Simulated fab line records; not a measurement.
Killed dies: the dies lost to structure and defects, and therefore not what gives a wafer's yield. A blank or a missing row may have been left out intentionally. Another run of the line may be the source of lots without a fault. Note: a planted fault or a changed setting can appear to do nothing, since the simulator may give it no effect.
fab line records / flow n5Finfet
[record] lots = 7 wafers = 21
route steps=1938 shown MIM_BOT@1833 MIM_TOP_LITHO@1843 TV_OPEN@1888 PASSIVATION@1929
startH: start of the lot's first displayed wafer, in hours after the record's first day / waitH: hours elapsed since this lot's preceding step / " same as the row above / L1.1+2: a single row standing in for several wafers / - either no value or no given start / * or withheld: withheld / < > ~ a bound
route shown NAME@n: NAME is a module with steps in the file, n the number in the route of the first one / usual: mean and standard deviation over wafers with no fault / same: alike in all rows / chamber/n: place in a boat / sites: the reading at each site / _std_site: standard deviation of those values / _edge_site: inner sites' mean taken away from outer sites' mean / radiusMm: how far each site lies from the wafer's centre / mask NAME#n: copy n / behind: the tool/chamber that last shaped the wafer / hold: why the lot went on hold/how many hours it stayed there/how the hold came to an end / device: the n, p or np transistor that did not switch / end of line: tests of these same wafers at the route's end / a step with no rows: only its recipe / killed: dies lost to structure and defects at the first sort, not the wafer's yield / map: shows each die of a wafer: x if killed, . if not, _ if none is there
set.NAME: the setting the step ran with; set.NAME@STEP: the setting that earlier step ran with / model.NAME: the simulator's own value behind a step, which no gauge read
one table per step and one row per wafer, for lots whose settings were changed on purpose
[[steps]]
[step N5_MIM_BOT_SPUTTER_00]
[recipe] material = TiN targetThkA = 350 tempC = 200 powerW = 3000 chamberPressurePa = 0.49996 gas = Ar reactivePartialPa = 0.37997 timeS = 89.7
lot.wafer=L075.1 tool=pvdSputter-02 chamber=- startH=273.98 waitH=0.0 set.timeS=89.7 model.TiN_of_MIM_BOT_SPUTTER_00.thkNm=35.2
lot.wafer=L075.3 tool=pvdSputter-02 chamber=- startH=273.98 waitH=0.0 set.timeS=89.7 model.TiN_of_MIM_BOT_SPUTTER_00.thkNm=35.4
lot.wafer=L075.5 tool=pvdSputter-02 chamber=- startH=273.98 waitH=0.0 set.timeS=83.03 model.TiN_of_MIM_BOT_SPUTTER_00.thkNm=33
lot.wafer=L082.1 tool=pvdSputter-01 chamber=- startH=310.53 waitH=0.0 set.timeS=89.7 model.TiN_of_MIM_BOT_SPUTTER_00.thkNm=35
lot.wafer=L082.2 tool=pvdSputter-01 chamber=- startH=310.53 waitH=0.0 set.timeS=89.7 model.TiN_of_MIM_BOT_SPUTTER_00.thkNm=34.8
lot.wafer=L082.6 tool=pvdSputter-01 chamber=- startH=310.53 waitH=0.0 set.timeS=89.7 model.TiN_of_MIM_BOT_SPUTTER_00.thkNm=35.2
lot.wafer=L083.1 tool=pvdSputter-01 chamber=- startH=320.19 waitH=0.0 set.timeS=101.9 model.TiN_of_MIM_BOT_SPUTTER_00.thkNm=40.4
lot.wafer=L083.3+4 tool=pvdSputter-01 chamber=- startH=320.19 waitH=0.0 set.timeS=89.7 model.TiN_of_MIM_BOT_SPUTTER_00.thkNm=35.4
lot.wafer=L087.1 tool=pvdSputter-03 chamber=- startH=346.37 waitH=0.0 set.timeS=89.7 model.TiN_of_MIM_BOT_SPUTTER_00.thkNm=34
lot.wafer=L087.2 tool=pvdSputter-03 chamber=- startH=346.37 waitH=0.0 set.timeS=82.21 model.TiN_of_MIM_BOT_SPUTTER_00.thkNm=32
lot.wafer=L087.4 tool=pvdSputter-03 chamber=- startH=346.37 waitH=0.0 set.timeS=82.21 model.TiN_of_MIM_BOT_SPUTTER_00.thkNm=31.8
lot.wafer=L093.3 tool=pvdSputter-01 chamber=- startH=381.77 waitH=0.0 set.timeS=79.15 model.TiN_of_MIM_BOT_SPUTTER_00.thkNm=30.6
lot.wafer=L093.5 tool=pvdSputter-01 chamber=- startH=381.77 waitH=0.0 set.timeS=89.7 model.TiN_of_MIM_BOT_SPUTTER_00.thkNm=35
lot.wafer=L093.6 tool=pvdSputter-01 chamber=- startH=381.77 waitH=0.0 set.timeS=89.7 model.TiN_of_MIM_BOT_SPUTTER_00.thkNm=34.4
lot.wafer=L095.2 tool=pvdSputter-01 chamber=- startH=397.72 waitH=0.0 set.timeS=83.49 model.TiN_of_MIM_BOT_SPUTTER_00.thkNm=32.4
lot.wafer=L095.4 tool=pvdSputter-01 chamber=- startH=397.72 waitH=0.0 set.timeS=89.7 model.TiN_of_MIM_BOT_SPUTTER_00.thkNm=34.4
lot.wafer=L095.6 tool=pvdSputter-01 chamber=- startH=397.72 waitH=0.0 set.timeS=83.49 model.TiN_of_MIM_BOT_SPUTTER_00.thkNm=32.6
lot.wafer=L096.1+3 tool=pvdSputter-02 chamber=- startH=402.91 waitH=0.0 set.timeS=89.7 model.TiN_of_MIM_BOT_SPUTTER_00.thkNm=35
lot.wafer=L096.6 tool=pvdSputter-02 chamber=- startH=402.91 waitH=0.0 set.timeS=89.7 model.TiN_of_MIM_BOT_SPUTTER_00.thkNm=35.8
[step N5_MIM_TOP_LITHO_EXPOSE_05]
[recipe] maskId = MIM_TOP na = 0.55 sourceShape = conventional sigmaOuter = 0.8 polarization = unpolarized targetCdNm = 2000 doseMj = 20.5
lot.wafer=L075.1+5 tool=krfScanner-02 chamber=0 startH=276.22 waitH=- mask=MIM_TOP#0 set.doseMj=21.83
lot.wafer=L075.3 tool=krfScanner-02 chamber=0 startH=276.22 waitH=- mask=MIM_TOP#0 set.doseMj=20.5
lot.wafer=L082.1+2+6 tool=krfScanner-02 chamber=0 startH=312.14 waitH=- mask=MIM_TOP#0 set.doseMj=20.5
lot.wafer=L083.1 tool=krfScanner-02 chamber=0 startH=320.99 waitH=- mask=MIM_TOP#0 set.doseMj=19.21
lot.wafer=L083.3+4 tool=krfScanner-02 chamber=0 startH=320.99 waitH=- mask=MIM_TOP#0 set.doseMj=20.5
lot.wafer=L087.1+4 tool=krfScanner-01 chamber=0 startH=349.48 waitH=- mask=MIM_TOP#0 set.doseMj=20.5
lot.wafer=L087.2 tool=krfScanner-01 chamber=0 startH=349.48 waitH=- mask=MIM_TOP#0 set.doseMj=19.86
lot.wafer=L093.3+6 tool=krfScanner-02 chamber=0 startH=382.60 waitH=- mask=MIM_TOP#0 set.doseMj=20.5
lot.wafer=L093.5 tool=krfScanner-02 chamber=0 startH=382.60 waitH=- mask=MIM_TOP#0 set.doseMj=21.83
lot.wafer=L095.2+4 tool=krfScanner-01 chamber=0 startH=399.12 waitH=- mask=MIM_TOP#0 set.doseMj=21.29
lot.wafer=L095.6 tool=krfScanner-01 chamber=0 startH=399.12 waitH=- mask=MIM_TOP#0 set.doseMj=20.5
lot.wafer=L096.1+6 tool=krfScanner-02 chamber=0 startH=404.27 waitH=- mask=MIM_TOP#0 set.doseMj=20.5
lot.wafer=L096.3 tool=krfScanner-02 chamber=0 startH=404.27 waitH=- mask=MIM_TOP#0 set.doseMj=19.57
[step N5_MIM_TOP_LITHO_PEB_06]
[recipe] pebTempC = withheld pebTimeS = *
[step N5_MIM_TOP_LITHO_DEVELOP_07]
[recipe] developTimeS = 60 rinseLiquid = diw dry = airSpin devTempC = 21
[step N5_MIM_TOP_LITHO_HARDBAKE_09]
[recipe] tempC = 130 timeS = 120
[step N5_MIM_TOP_LITHO_CD_MEAS_08]
[recipe] targetCdNm = 2000 landingEnergyEv = 500 detector = seInlens
[usual] cdNm = 2000.9/1.8
lot.wafer=L075.1 tool=cdSem-02 chamber=0 startH=276.39 waitH=- set.doseMj@MIM_TOP_LITHO_EXPOSE_05=21.83 cdNm=1990.9
lot.wafer=L075.3 tool=cdSem-02 chamber=0 startH=276.39 waitH=- set.doseMj@MIM_TOP_LITHO_EXPOSE_05=20.5 cdNm=2000.0
lot.wafer=L075.5 tool=cdSem-02 chamber=0 startH=276.39 waitH=- set.doseMj@MIM_TOP_LITHO_EXPOSE_05=21.83 cdNm=1991.3
lot.wafer=L082.1 tool=cdSem-01 chamber=0 startH=312.31 waitH=- set.doseMj@MIM_TOP_LITHO_EXPOSE_05=20.5 cdNm=2000.5
lot.wafer=L082.2 tool=cdSem-01 chamber=0 startH=312.31 waitH=- set.doseMj@MIM_TOP_LITHO_EXPOSE_05=20.5 cdNm=2000.3
lot.wafer=L082.6 tool=cdSem-01 chamber=0 startH=312.31 waitH=- set.doseMj@MIM_TOP_LITHO_EXPOSE_05=20.5 cdNm=1999.7
lot.wafer=L083.1 tool=cdSem-03 chamber=0 startH=321.17 waitH=- set.doseMj@MIM_TOP_LITHO_EXPOSE_05=19.21 cdNm=2012.2
lot.wafer=L083.3 tool=cdSem-03 chamber=0 startH=321.17 waitH=- set.doseMj@MIM_TOP_LITHO_EXPOSE_05=20.5 cdNm=2000.4
lot.wafer=L083.4 tool=cdSem-03 chamber=0 startH=321.17 waitH=- set.doseMj@MIM_TOP_LITHO_EXPOSE_05=20.5 cdNm=2000.8
lot.wafer=L087.1 tool=cdSem-03 chamber=0 startH=349.66 waitH=- set.doseMj@MIM_TOP_LITHO_EXPOSE_05=20.5 cdNm=1999.8
lot.wafer=L087.2 tool=cdSem-03 chamber=0 startH=349.66 waitH=- set.doseMj@MIM_TOP_LITHO_EXPOSE_05=19.86 cdNm=2004.2
lot.wafer=L087.4 tool=cdSem-03 chamber=0 startH=349.66 waitH=- set.doseMj@MIM_TOP_LITHO_EXPOSE_05=20.5 cdNm=2001.0
lot.wafer=L093.3 tool=cdSem-01 chamber=0 startH=382.77 waitH=- set.doseMj@MIM_TOP_LITHO_EXPOSE_05=20.5 cdNm=2001.8
lot.wafer=L093.5 tool=cdSem-01 chamber=0 startH=382.77 waitH=- set.doseMj@MIM_TOP_LITHO_EXPOSE_05=21.83 cdNm=1989.2
lot.wafer=L093.6 tool=cdSem-01 chamber=0 startH=382.77 waitH=- set.doseMj@MIM_TOP_LITHO_EXPOSE_05=20.5 cdNm=2002.7
lot.wafer=L095.2 tool=cdSem-03 chamber=0 startH=399.29 waitH=- set.doseMj@MIM_TOP_LITHO_EXPOSE_05=21.29 cdNm=1994.4
lot.wafer=L095.4 tool=cdSem-03 chamber=0 startH=399.29 waitH=- set.doseMj@MIM_TOP_LITHO_EXPOSE_05=21.29 cdNm=1990.9
lot.wafer=L095.6 tool=cdSem-03 chamber=0 startH=399.29 waitH=- set.doseMj@MIM_TOP_LITHO_EXPOSE_05=20.5 cdNm=2002.0
lot.wafer=L096.1 tool=cdSem-02 chamber=0 startH=404.45 waitH=- set.doseMj@MIM_TOP_LITHO_EXPOSE_05=20.5 cdNm=2001.3
lot.wafer=L096.3 tool=cdSem-02 chamber=0 startH=404.45 waitH=- set.doseMj@MIM_TOP_LITHO_EXPOSE_05=19.57 cdNm=2009.3
lot.wafer=L096.6 tool=cdSem-02 chamber=0 startH=404.45 waitH=- set.doseMj@MIM_TOP_LITHO_EXPOSE_05=20.5 cdNm=2001.6
[step N5_MIM_TOP_LITHO_DESCUM_10]
[recipe] chemistry = O2 timeS = 7.9 sourcePowerW = 50 biasPowerW = 20 pressureMtorr = 20 rfFrequencyHz = 2.712e+07 tempC = 40 o2FlowSccm = 225
lot.wafer=L075.1+5 tool=rieDiel-04 chamber=0,1 startH=276.49 waitH=0.0 set.doseMj@MIM_TOP_LITHO_EXPOSE_05=21.83 model.MIM_TOP_LITHO.cdNm=1991
lot.wafer=L075.3 tool=rieDiel-04 chamber=3 startH=276.49 waitH=0.0 set.doseMj@MIM_TOP_LITHO_EXPOSE_05=20.5 model.MIM_TOP_LITHO.cdNm=2000
lot.wafer=L082.1+2+6 tool=rieDiel-03 chamber=2,0,3 startH=312.40 waitH=0.0 set.doseMj@MIM_TOP_LITHO_EXPOSE_05=20.5 model.MIM_TOP_LITHO.cdNm=2000
lot.wafer=L083.1 tool=rieDiel-03 chamber=0 startH=321.30 waitH=0.1 set.doseMj@MIM_TOP_LITHO_EXPOSE_05=19.21 model.MIM_TOP_LITHO.cdNm=2012
lot.wafer=L083.3 tool=rieDiel-03 chamber=2 startH=321.30 waitH=0.1 set.doseMj@MIM_TOP_LITHO_EXPOSE_05=20.5 model.MIM_TOP_LITHO.cdNm=2000
lot.wafer=L083.4 tool=rieDiel-03 chamber=3 startH=321.30 waitH=0.1 set.doseMj@MIM_TOP_LITHO_EXPOSE_05=20.5 model.MIM_TOP_LITHO.cdNm=2001
lot.wafer=L087.1 tool=rieDiel-03 chamber=2 startH=349.75 waitH=0.0 set.doseMj@MIM_TOP_LITHO_EXPOSE_05=20.5 model.MIM_TOP_LITHO.cdNm=2000
lot.wafer=L087.2 tool=rieDiel-03 chamber=1 startH=349.75 waitH=0.0 set.doseMj@MIM_TOP_LITHO_EXPOSE_05=19.86 model.MIM_TOP_LITHO.cdNm=2004
lot.wafer=L087.4 tool=rieDiel-03 chamber=0 startH=349.75 waitH=0.0 set.doseMj@MIM_TOP_LITHO_EXPOSE_05=20.5 model.MIM_TOP_LITHO.cdNm=2001
lot.wafer=L093.3 tool=rieDiel-03 chamber=2 startH=382.86 waitH=0.0 set.doseMj@MIM_TOP_LITHO_EXPOSE_05=20.5 model.MIM_TOP_LITHO.cdNm=2002
lot.wafer=L093.5 tool=rieDiel-03 chamber=1 startH=382.86 waitH=0.0 set.doseMj@MIM_TOP_LITHO_EXPOSE_05=21.83 model.MIM_TOP_LITHO.cdNm=1989
lot.wafer=L093.6 tool=rieDiel-03 chamber=0 startH=382.86 waitH=0.0 set.doseMj@MIM_TOP_LITHO_EXPOSE_05=20.5 model.MIM_TOP_LITHO.cdNm=2003
lot.wafer=L095.2 tool=rieDiel-04 chamber=2 startH=399.37 waitH=0.0 set.doseMj@MIM_TOP_LITHO_EXPOSE_05=21.29 model.MIM_TOP_LITHO.cdNm=1994
lot.wafer=L095.4 tool=rieDiel-04 chamber=0 startH=399.37 waitH=0.0 set.doseMj@MIM_TOP_LITHO_EXPOSE_05=21.29 model.MIM_TOP_LITHO.cdNm=1991
lot.wafer=L095.6 tool=rieDiel-04 chamber=3 startH=399.37 waitH=0.0 set.doseMj@MIM_TOP_LITHO_EXPOSE_05=20.5 model.MIM_TOP_LITHO.cdNm=2002
lot.wafer=L096.1 tool=rieDiel-02 chamber=0 startH=404.53 waitH=0.0 set.doseMj@MIM_TOP_LITHO_EXPOSE_05=20.5 model.MIM_TOP_LITHO.cdNm=2001
lot.wafer=L096.3 tool=rieDiel-02 chamber=3 startH=404.53 waitH=0.0 set.doseMj@MIM_TOP_LITHO_EXPOSE_05=19.57 model.MIM_TOP_LITHO.cdNm=2009
lot.wafer=L096.6 tool=rieDiel-02 chamber=0 startH=404.53 waitH=0.0 set.doseMj@MIM_TOP_LITHO_EXPOSE_05=20.5 model.MIM_TOP_LITHO.cdNm=2002
[step N5_PASSIVATION_VIA_ETCH_13]
[recipe] chemistry = CHF3/O2 target = SiO2 targetDepthA = 6600 CHF3_flow_sccm = 50 O2_flow_sccm = 5 Ar_flow_sccm = 200 timeS = 330 maskMaterial = PR pressureMtorr = 30 sourceW = 650 biasW = 170 ionEnergyEv = 200 ends = cleared
[usual] rfVppV = 525/9.3
lot.wafer=L075.1 tool=rieDiel-06 chamber=2 startH=282.59 waitH=0.0 set.biasW=170 rfVppV=515
lot.wafer=L075.3 tool=rieDiel-06 chamber=0 startH=282.59 waitH=0.0 set.biasW=170 rfVppV=516
lot.wafer=L075.5 tool=rieDiel-06 chamber=2 startH=282.59 waitH=0.0 set.biasW=184.8 rfVppV=551
lot.wafer=L082.1 tool=rieDiel-05 chamber=2 startH=315.94 waitH=0.0 set.biasW=170 rfVppV=542
lot.wafer=L082.2 tool=rieDiel-05 chamber=1 startH=315.94 waitH=0.0 set.biasW=170 rfVppV=517
lot.wafer=L082.6 tool=rieDiel-05 chamber=2 startH=315.94 waitH=0.0 set.biasW=170 rfVppV=543
lot.wafer=L083.1 tool=rieDiel-05 chamber=3 startH=325.26 waitH=0.0 set.biasW=170 rfVppV=538
lot.wafer=L083.3 tool=rieDiel-05 chamber=1 startH=325.26 waitH=0.0 set.biasW=170 rfVppV=518
lot.wafer=L083.4 tool=rieDiel-05 chamber=0 startH=325.26 waitH=0.0 set.biasW=170 rfVppV=523
lot.wafer=L087.1 tool=rieDiel-06 chamber=2 startH=352.63 waitH=0.0 set.biasW=156 rfVppV=480
lot.wafer=L087.2 tool=rieDiel-06 chamber=1 startH=352.63 waitH=0.0 set.biasW=156 rfVppV=483
lot.wafer=L087.4 tool=rieDiel-06 chamber=0 startH=352.63 waitH=0.0 set.biasW=170 rfVppV=515
lot.wafer=L093.3 tool=rieDiel-06 chamber=2 startH=387.81 waitH=0.0 set.biasW=170 rfVppV=514
lot.wafer=L093.5 tool=rieDiel-06 chamber=0 startH=387.81 waitH=0.0 set.biasW=170 rfVppV=514
lot.wafer=L093.6 tool=rieDiel-06 chamber=1 startH=387.81 waitH=0.0 set.biasW=197.2 rfVppV=584
lot.wafer=L095.2 tool=rieDiel-05 chamber=2 startH=401.84 waitH=0.0 set.biasW=170 rfVppV=542
lot.wafer=L095.4 tool=rieDiel-05 chamber=0 startH=401.84 waitH=0.0 set.biasW=170 rfVppV=522
lot.wafer=L095.6 tool=rieDiel-05 chamber=1 startH=401.84 waitH=0.0 set.biasW=170 rfVppV=518
lot.wafer=L096.1 tool=rieDiel-05 chamber=1 startH=406.98 waitH=0.0 set.biasW=177.9 rfVppV=536
lot.wafer=L096.3 tool=rieDiel-05 chamber=0 startH=406.98 waitH=0.0 set.biasW=170 rfVppV=524
lot.wafer=L096.6 tool=rieDiel-05 chamber=1 startH=406.98 waitH=0.0 set.biasW=177.9 rfVppV=535
[step N5_PASSIVATION_PASS_ETCH_47]
[recipe] chemistry = CF4/O2 target = SiNx targetDepthA = 7700 timeS = 385 ionEnergyEv = 100 pressureMtorr = 40 sourceW = 535 biasW = 49 Ar_flow_sccm = 100 cf4FlowSccm = 100 O2_flow_sccm = 10
[usual] rfVppV = 241/6.1
lot.wafer=L075.1 tool=rieDiel-04 chamber=2 startH=286.43 waitH=0.0 set.sourceW=535 rfVppV=238 model.etch.depthNm=775.7
lot.wafer=L075.3 tool=rieDiel-04 chamber=1 startH=286.43 waitH=0.0 set.sourceW=535 rfVppV=241 model.etch.depthNm=760.9
lot.wafer=L075.5 tool=rieDiel-04 chamber=3 startH=286.43 waitH=0.0 set.sourceW=535 rfVppV=231 model.etch.depthNm=772.8
lot.wafer=L082.1 tool=rieDiel-04 chamber=1 startH=319.23 waitH=0.0 set.sourceW=535 rfVppV=241 model.etch.depthNm=771.7
lot.wafer=L082.2 tool=rieDiel-04 chamber=0 startH=319.23 waitH=0.0 set.sourceW=535 rfVppV=248 model.etch.depthNm=784.1
lot.wafer=L082.6 tool=rieDiel-04 chamber=1 startH=319.23 waitH=0.0 set.sourceW=535 rfVppV=244 model.etch.depthNm=774.5
lot.wafer=L083.1 tool=rieDiel-02 chamber=1 startH=328.39 waitH=0.0 set.sourceW=573.3 rfVppV=230 model.etch.depthNm=853.5
lot.wafer=L083.3 tool=rieDiel-02 chamber=0 startH=328.39 waitH=0.0 set.sourceW=573.3 rfVppV=238 model.etch.depthNm=829.6
lot.wafer=L083.4 tool=rieDiel-02 chamber=1 startH=328.39 waitH=0.0 set.sourceW=535 rfVppV=239 model.etch.depthNm=801.4
lot.wafer=L087.1 tool=rieDiel-03 chamber=2 startH=356.78 waitH=0.0 set.sourceW=446.9 rfVppV=267 model.etch.depthNm=674.9
lot.wafer=L087.2 tool=rieDiel-03 chamber=0 startH=356.78 waitH=0.0 set.sourceW=446.9 rfVppV=268 model.etch.depthNm=663.1
lot.wafer=L087.4 tool=rieDiel-03 chamber=1 startH=356.78 waitH=0.0 set.sourceW=535 rfVppV=246 model.etch.depthNm=758.8
lot.wafer=L093.3 tool=rieDiel-02 chamber=1 startH=391.04 waitH=0.0 set.sourceW=535 rfVppV=238 model.etch.depthNm=790.4
lot.wafer=L093.5 tool=rieDiel-02 chamber=1 startH=391.04 waitH=0.0 set.sourceW=444 rfVppV=265 model.etch.depthNm=669.3
lot.wafer=L093.6 tool=rieDiel-02 chamber=2 startH=391.04 waitH=0.0 set.sourceW=444 rfVppV=256 model.etch.depthNm=652.3
lot.wafer=L095.2 tool=rieDiel-02 chamber=0 startH=405.79 waitH=0.0 set.sourceW=535 rfVppV=247 model.etch.depthNm=788.4
lot.wafer=L095.4 tool=rieDiel-02 chamber=3 startH=405.79 waitH=0.0 set.sourceW=535 rfVppV=248 model.etch.depthNm=762.6
lot.wafer=L095.6 tool=rieDiel-02 chamber=0 startH=405.79 waitH=0.0 set.sourceW=535 rfVppV=246 model.etch.depthNm=785.5
lot.wafer=L096.1 tool=rieDiel-04 chamber=1 startH=410.56 waitH=0.0 set.sourceW=618.6 rfVppV=225 model.etch.depthNm=882.5
lot.wafer=L096.3 tool=rieDiel-04 chamber=0 startH=410.56 waitH=0.0 set.sourceW=535 rfVppV=246 model.etch.depthNm=764.7
lot.wafer=L096.6 tool=rieDiel-04 chamber=0 startH=410.56 waitH=0.0 set.sourceW=535 rfVppV=246 model.etch.depthNm=763.1
[step N5_PASSIVATION_ETCH_54]
[recipe] chemistry = CHF3/O2 target = SiO2 targetDepthA = 8800 CHF3_flow_sccm = 50 O2_flow_sccm = 5 Ar_flow_sccm = 200 timeS = 440 maskMaterial = PR pressureMtorr = 30 sourceW = 650 biasW = 170 ionEnergyEv = 200
[usual] rfVppV = 525/12
lot.wafer=L075.1 tool=rieDiel-04 chamber=2 startH=286.65 waitH=0.1 set.biasW=154.7 rfVppV=484 model.etch.depthNm=860.6 model.PASSIVATION.featureDepthNm=860.6
lot.wafer=L075.3 tool=rieDiel-04 chamber=1 startH=286.65 waitH=0.1 set.biasW=154.7 rfVppV=491 model.etch.depthNm=846.5 model.PASSIVATION.featureDepthNm=846.6
lot.wafer=L075.5 tool=rieDiel-04 chamber=3 startH=286.65 waitH=0.1 set.biasW=170 rfVppV=500 model.etch.depthNm=875.7 model.PASSIVATION.featureDepthNm=875.8
lot.wafer=L082.1 tool=rieDiel-04 chamber=1 startH=319.46 waitH=0.1 set.biasW=170 rfVppV=529 model.etch.depthNm=880.1 model.PASSIVATION.featureDepthNm=880
lot.wafer=L082.2 tool=rieDiel-04 chamber=0 startH=319.46 waitH=0.1 set.biasW=170 rfVppV=533 model.etch.depthNm=891.6 model.PASSIVATION.featureDepthNm=891.6
lot.wafer=L082.6 tool=rieDiel-04 chamber=1 startH=319.46 waitH=0.1 set.biasW=170 rfVppV=529 model.etch.depthNm=881.9 model.PASSIVATION.featureDepthNm=881.8
lot.wafer=L083.1 tool=rieDiel-02 chamber=1 startH=328.62 waitH=0.1 set.biasW=170 rfVppV=522 model.etch.depthNm=901.2 model.PASSIVATION.featureDepthNm=901.2
lot.wafer=L083.3 tool=rieDiel-02 chamber=0 startH=328.62 waitH=0.1 set.biasW=170 rfVppV=539 model.etch.depthNm=900 model.PASSIVATION.featureDepthNm=900
lot.wafer=L083.4 tool=rieDiel-02 chamber=1 startH=328.62 waitH=0.1 set.biasW=147.4 rfVppV=465 model.etch.depthNm=860.1 model.PASSIVATION.featureDepthNm=860.2
lot.wafer=L087.1 tool=rieDiel-03 chamber=2 startH=357.01 waitH=0.1 set.biasW=170 rfVppV=528 model.etch.depthNm=894.5 model.PASSIVATION.featureDepthNm=894.6
lot.wafer=L087.2 tool=rieDiel-03 chamber=0 startH=357.01 waitH=0.1 set.biasW=197.9 rfVppV=602 model.etch.depthNm=929.7 model.PASSIVATION.featureDepthNm=929.6
lot.wafer=L087.4 tool=rieDiel-03 chamber=1 startH=357.01 waitH=0.1 set.biasW=197.9 rfVppV=602 model.etch.depthNm=917.8 model.PASSIVATION.featureDepthNm=917.8
lot.wafer=L093.3 tool=rieDiel-02 chamber=1 startH=391.27 waitH=0.1 set.biasW=178.8 rfVppV=542 model.etch.depthNm=902 model.PASSIVATION.featureDepthNm=902
lot.wafer=L093.5 tool=rieDiel-02 chamber=1 startH=391.27 waitH=0.1 set.biasW=170 rfVppV=521 model.etch.depthNm=884.9 model.PASSIVATION.featureDepthNm=884.8
lot.wafer=L093.6 tool=rieDiel-02 chamber=2 startH=391.27 waitH=0.1 set.biasW=178.8 rfVppV=526 model.etch.depthNm=888 model.PASSIVATION.featureDepthNm=888
lot.wafer=L095.2 tool=rieDiel-02 chamber=0 startH=406.02 waitH=0.1 set.biasW=170 rfVppV=539 model.etch.depthNm=898.9 model.PASSIVATION.featureDepthNm=899
lot.wafer=L095.4 tool=rieDiel-02 chamber=3 startH=406.02 waitH=0.1 set.biasW=158.3 rfVppV=508 model.etch.depthNm=863.6 model.PASSIVATION.featureDepthNm=863.6
lot.wafer=L095.6 tool=rieDiel-02 chamber=0 startH=406.02 waitH=0.1 set.biasW=158.3 rfVppV=508 model.etch.depthNm=868.7 model.PASSIVATION.featureDepthNm=868.6
lot.wafer=L096.1 tool=rieDiel-04 chamber=1 startH=410.79 waitH=0.1 set.biasW=161.1 rfVppV=505 model.etch.depthNm=881.6 model.PASSIVATION.featureDepthNm=881.6
lot.wafer=L096.3 tool=rieDiel-04 chamber=0 startH=410.79 waitH=0.1 set.biasW=170 rfVppV=533 model.etch.depthNm=888.5 model.PASSIVATION.featureDepthNm=888.4
lot.wafer=L096.6 tool=rieDiel-04 chamber=0 startH=410.79 waitH=0.1 set.biasW=170 rfVppV=533 model.etch.depthNm=880.8 model.PASSIVATION.featureDepthNm=880.8
[[key]]
[split] step = N5_MIM_BOT_SPUTTER_00 setting = timeS stated = 89.7 by = wafer
[response] step = N5_MIM_BOT_SPUTTER_00 reading = model.TiN_of_MIM_BOT_SPUTTER_00.thkNm change = +0.331 per = 1% r = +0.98
[split] step = N5_MIM_TOP_LITHO_EXPOSE_05 setting = doseMj stated = 20.5 by = wafer
[response] step = N5_MIM_TOP_LITHO_CD_MEAS_08 reading = cdNm change = -1.77 per = 1% r = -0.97
[response] step = N5_MIM_TOP_LITHO_DESCUM_10 reading = model.MIM_TOP_LITHO.cdNm change = -1.81 per = 1% r = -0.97
[split] step = N5_PASSIVATION_VIA_ETCH_13 setting = biasW stated = 170 by = wafer
[response] step = N5_PASSIVATION_VIA_ETCH_13 reading = rfVppV change = +4.16 per = 1% r = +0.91
[split] step = N5_PASSIVATION_PASS_ETCH_47 setting = sourceW stated = 535 by = wafer
[response] step = N5_PASSIVATION_PASS_ETCH_47 reading = rfVppV change = -1.28 per = 1% r = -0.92
[response] step = N5_PASSIVATION_PASS_ETCH_47 reading = model.etch.depthNm change = +6.8 per = 1% r = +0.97
[split] step = N5_PASSIVATION_ETCH_54 setting = biasW stated = 170 by = wafer
[response] step = N5_PASSIVATION_ETCH_54 reading = rfVppV change = +4.18 per = 1% r = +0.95
[response] step = N5_PASSIVATION_ETCH_54 reading = model.etch.depthNm change = +2.4 per = 1% r = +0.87
[response] step = N5_PASSIVATION_ETCH_54 reading = model.PASSIVATION.featureDepthNm change = +2.4 per = 1% r = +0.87
